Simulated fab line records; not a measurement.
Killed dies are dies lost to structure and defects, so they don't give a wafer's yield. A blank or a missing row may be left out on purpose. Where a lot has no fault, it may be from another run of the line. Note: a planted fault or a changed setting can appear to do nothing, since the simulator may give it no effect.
Comparing a struck lot with a sound one + flow nand-harc + 33 out of 1159 route steps
Sound: these wafers, L878.2, L878.5, L878.6. Struck: wafer L885.1 (L885.3, L885.4, from the same lot, were not struck and are left out); the cause is given at the end.
Per side, at each step with rows, come the tool, then ch with its chambers, and then its first start. Under that, the readings that differ: sound wafers + struck wafers + difference of the means + sigmas: that difference in standard deviations of wafers without a fault.
alike: words and numbers the same on both sides, and readings whose means are apart by under 2 such deviations; not compared: readings that were withheld, readings missing a value for some wafer, numbers with overlapping values and no deviation given by the record, and bounds like >300 which may hide the same value.
The two part at a step that has a row with sigmas, a row that says differs or no value, or rows on one side only. Numbers that have no deviation but don't overlap get no sigmas and don't part them. A reading that every wafer of one side lacks parts them only if that side has two wafers or more.

first, 8 steps without rows for these wafers: NHARC_A_M1_DESCUM_14 (chemistry O2, time 3 s); NHARC_A_M1_ETCH_35 (etches the open film in N2/H2, target depth 40 nm, overetch 12 nm, time 43.94 s); NHARC_A_M1_ETCH_15 (etches the open film in C4F8/Ar, target depth 182.5 nm, time 91.2 s); NHARC_A_M1_STRIP_18 (strips in N2/H2); NHARC_A_M1_ETCH_28 (etches the open film in CF4/N2, target depth 30 nm, time 72.99 s); NHARC_A_M1_STRIP_19 (strips in post etch residue remover, time 600 s); NHARC_A_M1_DEGAS_29 (time 60 s); NHARC_A_M1_PRE_CLEAN_30 (time 30 s).
NHARC_A_M1_PVD_20: deposits TaN, target thk 5 nm, time 8.06 s.
  struck on pvd-sputter-03, day 22 10:11; sound on pvd-sputter-03, day 19 13:36
  alike: throttle-valve-pct
then, 23 steps without rows for these wafers: NHARC_A_M1_PVD_21 (deposits Cu, target thk 30 nm, time 20.49 s); NHARC_A_M1_ECD_22 (material Cu, target thk 400 nm); NHARC_A_M1_ANNEAL_31 (time 90 s); NHARC_A_M1_CMP_23 (polishes, t overpolish 20 s, target thk 154.34 nm); NHARC_A_M1_SRD_25; NHARC_A_M1_PRE_CLEAN_32 (time 12 s); NHARC_A_M1_DEP_33 (deposits SiCN, target thk 30 nm); NHARC_A_BONDPAD_DEP_00 (deposits SiCN, target thk 250 nm); NHARC_A_BONDPAD_CMP_29 (polishes SiCN, target thk 200 nm); NHARC_A_BONDPAD_SRD_31; NHARC_A_BONDPAD_DEHYDRATE_01 (time 120 s); NHARC_A_BONDPAD_HMDS_02 (time 30 s); NHARC_A_BONDPAD_COAT_33 (time 65 s); NHARC_A_BONDPAD_COAT_03 (resist thk 600 nm); NHARC_A_BONDPAD_SOFTBAKE_04 (time 70 s); NHARC_A_BONDPAD_EBR_05; NHARC_A_BONDPAD_EXPOSE_06 (exposes mask A BPAD); NHARC_A_BONDPAD_PEB_07 (peb time 80 s); NHARC_A_BONDPAD_DEVELOP_08 (time 50 s); NHARC_A_BONDPAD_HARDBAKE_10 (time 65 s); NHARC_A_BONDPAD_DESCUM_11 (chemistry O2, time 3 s); NHARC_A_BONDPAD_ETCH_34 (etches the open film in N2/H2, target depth 60 nm, overetch 18 nm, time 65.91 s); NHARC_A_BONDPAD_ETCH_12 (etches the open film in CHF3/O2, target depth 220 nm, time 110 s).
NHARC_END_SORT_01:
  sound on prober-02 ch 0, day 20 22:56; struck on prober-01 ch 0, day 23 23:40
| reading                  | sound          | struck | difference | sigmas |
|--------------------------|----------------|--------|------------|--------|
| defect-limited-yield (%) | 94.4 94.4 93.2 | 86.3   | -7.7       | -6     |
| killed-at-array          | 32 33 39       | 87     | +52        | +6     |
| killed-at-other          | 4 1 4          | 0      | -3         | -2     |
| killed-dies              | 38 38 46       | 93     | +52        | +5     |
| killed-short             | 1 1 0          | 5      | +4         | +3     |
| sort_bin_2_pct (%)       | 1.9 1.8 2.4    | 5.5    | +3.5       | +5     |
| sort_bin_3_pct (%)       | 0.15 0.30 0.74 | 2.81   | +2.41      | +11    |
| sort_bin_4_pct (%)       | 3.5 3.5 3.7    | 5.5    | +1.9       | +2     |
| sort-n-pass              | 639 639 631    | 584    | -52        | -5     |
| sort-rim-yield-pct (%)   | 94 92 95       | 81     | -13        | -4     |
| sort-yield-pct (%)       | 94.4 94.4 93.2 | 86.3   | -7.7       | -6     |
  alike: killed-at-periphery, killed-open

## WHERE THEY PART
At NHARC_END_SORT_01 and nowhere else, as far as this record goes.

WHY: whatever the simulator had introduced
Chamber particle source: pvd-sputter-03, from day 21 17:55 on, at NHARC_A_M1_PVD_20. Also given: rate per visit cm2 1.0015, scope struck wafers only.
